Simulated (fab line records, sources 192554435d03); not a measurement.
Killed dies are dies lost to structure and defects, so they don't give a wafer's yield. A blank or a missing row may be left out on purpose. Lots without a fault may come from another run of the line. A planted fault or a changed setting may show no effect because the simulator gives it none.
A struck lot beside a sound one | flow n5_finfet | 14 steps out of a route of 1938
Sound: wafers L892.3, L892.5, L892.6. Struck: wafers L900.3, L900.4. The cause comes at the end.
At each step with rows: each side's tool, then ch and its chambers, then its first start. Under that, the readings that differ: sound wafers | struck wafers | difference of the means | sigmas: that difference in standard deviations of wafers without a fault.
alike: readings whose means differ by less than 2 such deviations, and words and numbers that are the same on both sides. not compared: withheld readings, readings that some wafer has no value for, bounds like >300 that may hide the same value, and numbers for which the record gives no deviation and whose values overlap.
The two part at a step that has a row with sigmas, a row that says differs or no value, or rows on one side only. Numbers that don't overlap but have no deviation are shown without sigmas and don't part them. A reading that every wafer of one side lacks parts them only if that side has two wafers or more.

first, 1 step without rows for these wafers: N5_BEOL_M10_DEVELOP_27 (develop time 30 s).
N5_BEOL_M10_CD_MEAS_28: target cd 70 nm.
  sound on cd_sem-03 ch 0, day 10 10:08; struck on cd_sem-01 ch 0, day 12 02:08
  alike: cd_nm
N5_BEOL_M10_OVL_MEAS_29:
  sound on overlay-01 ch 0, day 10 10:10; struck on overlay-02 ch 0, day 12 02:10
  alike: V9_OVL
N5_BEOL_M10_INSPECT_30: inspects for defects (brightfield).
  sound on defect_inspect-02, day 10 10:11; struck on defect_inspect-01, day 12 02:11
  reading          | sound       | struck  | difference | sigmas
  raw_defect_count | 590 591 608 | 319 311 | -281       | -3
N5_BEOL_M10_DESCUM_33: chemistry O2, time 7.9 s.
  sound on rie_diel-02 ch 2,3, day 10 10:13; struck on rie_diel-01 ch 0,3, day 12 02:36
  reading                         | sound             | struck      | difference | sigmas
  drypump_motor_current_A (A)     | 5.0 4.9 5.0       | 6.2 5.9     | +1.1       | +2
  rf_vpp_V (V)                    | 240.5 243.7 240.4 | 244.9 243.9 | +2.9       | +2
  showerhead_plenum_p_Torr (Torr) | 1.99 2.09 1.99    | 2.20 2.13   | +0.14      | +2
  alike: oes_product_au, throttle_valve_pct
  not compared: rf_hours_counter_h
then, 1 step without rows for these wafers: N5_BEOL_M10_ETCH_65 (etches SiARC in CF4, target depth 39 nm, time 65 s).
N5_BEOL_M10_ETCH_66: etches SOC in N2/H2, target depth 120 nm, overetch 24 nm, time 180 s.
  sound on rie_diel-02 ch 2,3, day 10 10:18; struck on rie_diel-01 ch 0,3, day 12 02:41
  reading                         | sound             | struck      | difference | sigmas
  drypump_motor_current_A (A)     | 5.0 5.0 5.0       | 6.2 5.9     | +1.1       | +2
  rf_vpp_V (V)                    | 522.1 523.5 519.6 | 527.5 526.1 | +5.1       | +2
  showerhead_plenum_p_Torr (Torr) | 2.42 2.53 2.42    | 2.66 2.59   | +0.17      | +2
  alike: oes_product_au, throttle_valve_pct
  not compared: rf_hours_counter_h
then, 1 step without rows for these wafers: N5_BEOL_M10_STRIP_69 (strips in N2/H2).
N5_BEOL_M10_VIA_ETCH_34: etches SiCOH lowk in C4F6/O2, target depth 184.5 nm, time 69.2 s.
  sound on rie_diel-02 ch 2,3, day 10 10:26; struck on rie_diel-01 ch 0,3, day 12 02:49
  reading                         | sound          | struck    | difference | sigmas
  drypump_motor_current_A (A)     | 5.0 4.9 5.0    | 6.2 5.9   | +1.1       | +2
  showerhead_plenum_p_Torr (Torr) | 2.72 2.84 2.72 | 2.96 2.90 | +0.17      | +2
  alike: oes_product_au, rf_vpp_V, throttle_valve_pct
  not compared: rf_hours_counter_h
then, 1 step without rows for these wafers: N5_BEOL_M10_STRIP_73 (strips in C4F6/O2).
N5_BEOL_M10_STRIP_36: strips in N2/H2.
  sound on rie_diel-02 ch 2,3, day 10 10:29; struck on rie_diel-01 ch 0,3, day 12 02:53
  reading                         | sound          | struck    | difference | sigmas
  drypump_motor_current_A (A)     | 5.0 4.9 5.0    | 6.2 5.9   | +1.1       | +2
  showerhead_plenum_p_Torr (Torr) | 2.42 2.53 2.42 | 2.65 2.58 | +0.16      | +2
  alike: oes_product_au, rf_vpp_V, throttle_valve_pct
  not compared: rf_hours_counter_h
N5_BEOL_M10_TRENCH_ETCH_37: etches SiCOH lowk in C4F6/O2, target depth 148.83 nm, time 48 s.
  sound on rie_diel-02 ch 2,3; struck on rie_diel-01 ch 0,3
  reading                         | sound          | struck    | difference | sigmas
  drypump_motor_current_A (A)     | 5.0 4.9 5.1    | 6.2 5.9   | +1.1       | +2
  showerhead_plenum_p_Torr (Torr) | 2.72 2.84 2.72 | 2.96 2.90 | +0.17      | +2
  alike: oes_product_au, rf_vpp_V, throttle_valve_pct
  not compared: rf_hours_counter_h
N5_BEOL_M10_ETCH_41: etches SiCN in CH3F/O2, target depth 42.6 nm, time 86 s.
  sound on rie_diel-02 ch 2,3, day 10 10:34; struck on rie_diel-01 ch 0,3, day 12 02:58
  reading                         | sound             | struck      | difference | sigmas
  drypump_motor_current_A (A)     | 5.0 4.9 5.0       | 6.2 5.9     | +1.1       | +2
  showerhead_plenum_p_Torr (Torr) | 1.91 2.00 1.91    | 2.09 2.04   | +0.12      | +2
  model.etch.depth_nm (nm)        | 32.61 32.66 32.57 | 17.93 18.05 | -14.62     |
  alike: oes_product_au, rf_vpp_V, throttle_valve_pct
  not compared: rf_hours_counter_h
then, 1 step without rows for these wafers: N5_BEOL_M10_STRIP_77 (strips in N2/H2, time 10 s).

WHERE THEY PART
First at N5_BEOL_M10_INSPECT_30; last, within this record, at N5_BEOL_M10_ETCH_41.

WHY: what the simulator had put in
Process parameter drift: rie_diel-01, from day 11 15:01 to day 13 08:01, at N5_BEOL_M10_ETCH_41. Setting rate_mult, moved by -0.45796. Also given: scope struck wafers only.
